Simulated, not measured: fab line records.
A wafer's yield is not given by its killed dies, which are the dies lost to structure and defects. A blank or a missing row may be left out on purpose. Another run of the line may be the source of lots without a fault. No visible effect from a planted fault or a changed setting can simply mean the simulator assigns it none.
A lot that was struck, set against a sound lot || flow nandHarc || 14 steps out of a route of 1159
Sound: wafers L169.2, L169.5, L169.6. Struck: wafer L186.5 (left out: L186.2, L186.4 of the same lot, which were not struck); the cause appears at the end.
At each step with rows: each side's tool, then ch and its chambers, then its first start. Under that, the readings that differ: sound wafers || struck wafers || difference of the means || sigmas: that difference in standard deviations of wafers without a fault.
alike: same words and numbers on both sides, and readings whose means sit less than 2 such deviations apart. not compared: any withheld reading, any reading some wafer has no value for, any bound like >300 that may hide the same value, and any number with overlapping values for which the record gives no deviation.
Wherever a step has rows on one side only, a row that says differs or no value, or a row with sigmas, the two part there. Numbers that have no deviation but don't overlap get no sigmas and don't part them. Lack of a reading on every wafer of one side parts them only where that side has two or more wafers.

first, 7 steps without rows for these wafers: NHARC_A_SGD_CUT_COAT_57 (time 65 s); NHARC_A_SGD_CUT_COAT_03 (resist thk 90 nm); NHARC_A_SGD_CUT_SOFTBAKE_04 (time 55 s); NHARC_A_SGD_CUT_EBR_05; NHARC_A_SGD_CUT_EXPOSE_06 (exposes mask SGD); NHARC_A_SGD_CUT_PEB_07 (peb time 65 s); NHARC_A_SGD_CUT_DEVELOP_08 (develop time 35 s).
NHARC_A_SGD_CUT_CD_MEAS_09: target cd 100 nm.
  sound on cdSem-03 ch 0, day 14 08:30; struck on cdSem-01 ch 0, day 18 15:18
  alike: cdNm
NHARC_A_SGD_CUT_OVL_MEAS_10:
  sound: overlay-02 at day 14 08:36; struck: overlay-02 at day 18 15:23
{"reading": "overlayYNm (nm)", "sound": "0.6 1.4 1.2", "struck": -1.2, "difference": -2.3, "sigmas": -2}
  alike: overlayXNm
NHARC_A_SGD_CUT_INSPECT_11:
  sound: defectInspect-01 at day 14 08:38; struck: defectInspect-01 at day 18 15:25
{"reading": "rawDefectCount", "sound": "4 5 5", "struck": 35, "difference": "+30", "sigmas": "+3"}
NHARC_A_SGD_CUT_DESCUM_14: chemistry O2, time 3 s.
  sound on rieDiel-13 ch 1,2,3, day 14 08:43; struck on rieDiel-02 ch 1, day 18 15:29
  alike: drypumpMotorCurrentA, oesProductAu, rfVppV, showerheadPlenumPTorr, throttleValvePct
  not compared: rfHoursCounterH
NHARC_A_SGD_CUT_ETCH_58: etches the open film in CF4, target depth 39 nm, time 65 s.
  sound on rieDiel-13 ch 1,2,3, day 14 08:48; struck on rieDiel-02 ch 2, day 18 15:35
  alike: drypumpMotorCurrentA, oesProductAu, rfVppV, showerheadPlenumPTorr, throttleValvePct
  not compared: rfHoursCounterH
NHARC_A_SGD_CUT_ETCH_59: etches the open film in N2/H2, target depth 260 nm, time 406.25 s.
  sound on rieDiel-13 ch 1,2, day 14 08:52; struck on rieDiel-02 ch 1, day 18 15:44
{"reading": "oesProductAu (a.u.)", "sound": "0.996 0.992 0.997", "struck": 0.844, "difference": -0.151, "sigmas": -22}
  alike: drypumpMotorCurrentA, rfVppV, showerheadPlenumPTorr, throttleValvePct
  not compared: rfHoursCounterH
NHARC_A_SGD_CUT_ETCH_15: etches the open film in CH3F/O2, target depth 75 nm, time 64.3 s.
  sound: rieDiel-13 ch 0,1,3; struck: rieDiel-02 ch 0
  alike: drypumpMotorCurrentA, oesProductAu, rfVppV, showerheadPlenumPTorr, throttleValvePct
  not compared: rfHoursCounterH

## WHERE THEY PART
At NHARC_A_SGD_CUT_OVL_MEAS_10 first; at NHARC_A_SGD_CUT_ETCH_59 last (within this record only). Later steps at which nothing parts them and some readings are alike: NHARC_A_SGD_CUT_ETCH_15.

WHY: the cause the simulator had injected
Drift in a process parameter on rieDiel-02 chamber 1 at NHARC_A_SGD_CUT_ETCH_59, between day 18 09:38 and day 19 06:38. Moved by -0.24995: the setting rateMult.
